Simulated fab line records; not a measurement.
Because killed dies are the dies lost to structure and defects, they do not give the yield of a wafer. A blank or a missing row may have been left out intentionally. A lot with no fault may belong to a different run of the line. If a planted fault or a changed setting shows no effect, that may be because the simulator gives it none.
Chamber matching | flow nand_harc | NHARC_P_GATE_STRIP_108 on rie_diel-12 has 4 sister chambers
The step strips in O2. 18 wafers are shown with their chamber, then 9 later ones without.

== WAFERS PAIRED WITH THEIR CHAMBERS ==
wafer  | chamber | drypump_motor_current_A (A) | showerhead_plenum_p_Torr (Torr) | oes_product_au (a.u.)
L076.2 | 1       | 6.0                         | 3.49                            | 1.002
L076.3 | 3       | 6.3                         | 3.32                            | 1.019
L076.4 | 2       | 5.4                         | 3.57                            | 1.003
L077.3 | 3       | 6.3                         | 3.32                            | 1.021
L077.5 | 1       | 6.0                         | 3.49                            | 1.013
L077.6 | 0       | 6.6                         | 3.51                            | 1.007
L082.1 | 3       | 6.3                         | 3.32                            | 1.034
L082.4 | 0       | 6.6                         | 3.51                            | 1.007
L082.5 | 3       | 6.3                         | 3.32                            | 1.033
L084.1 | 0       | 6.6                         | 3.51                            | 1.006
L084.5 | 1       | 6.0                         | 3.48                            | 0.995
L084.6 | 0       | 6.6                         | 3.51                            | 1.005
L087.1 | 2       | 5.4                         | 3.56                            | 1.002
L087.3 | 0       | 6.7                         | 3.51                            | 0.995
L087.5 | 3       | 6.3                         | 3.32                            | 1.026
L086.1 | 2       | 5.4                         | 3.56                            | 1.009
L086.5 | 0       | 6.6                         | 3.51                            | 1.002
L086.6 | 3       | 6.3                         | 3.32                            | 1.013

SIGNATURES (averages over the wafers above)
reading                  | chamber 0 | chamber 1 | chamber 2 | chamber 3 | scatter within a chamber
drypump_motor_current_A  | 6.617     | 6.000     | 5.400     | 6.300     | 0.0244
showerhead_plenum_p_Torr | 3.5100    | 3.4867    | 3.5633    | 3.3200    | 0.00309
oes_product_au           | 1.00367   | 1.00333   | 1.00467   | 1.02433   | 0.00676
Rule: a wafer's distance from a chamber is the root of the sum, over the readings, of the square of ((its reading less the chamber's mean) divided by the reading's scatter). If the next closest chamber is less than 2 further off than the closest, the wafer can't be placed; otherwise it belongs to the closest. The scatter: the root of (the sum of the squares of (reading less its chamber's mean) over the shown wafers, divided by (wafers less chambers)).

== WAFERS WITHOUT THEIR CHAMBER ==
wafer  | drypump_motor_current_A (A) | showerhead_plenum_p_Torr (Torr) | oes_product_au (a.u.)
L085.1 | 6.6                         | 3.51                            | 0.998
L085.3 | 6.3                         | 3.32                            | 1.022
L085.5 | 6.3                         | 3.32                            | 1.012
L091.1 | 6.3                         | 3.31                            | 1.020
L091.3 | 6.0                         | 3.48                            | 0.992
L091.6 | 6.3                         | 3.32                            | 1.010
L095.4 | 5.4                         | 3.55                            | 0.981
L095.5 | 6.6                         | 3.50                            | 0.988
L095.6 | 6.3                         | 3.31                            | 1.023

== CHAMBER TAKEN BY EACH ==
wafer  | from the rows above | in truth
L085.1 | 0                   | 0
L085.3 | 3                   | 3
L085.5 | 3                   | 3
L091.1 | 3                   | 3
L091.3 | 1                   | 1
L091.6 | 3                   | 3
L095.4 | 2                   | 2
L095.5 | 0                   | 0
L095.6 | 3                   | 3
Correctly placed: 9 of 9. Can't be placed from these rows: 0. Wrongly placed: 0.
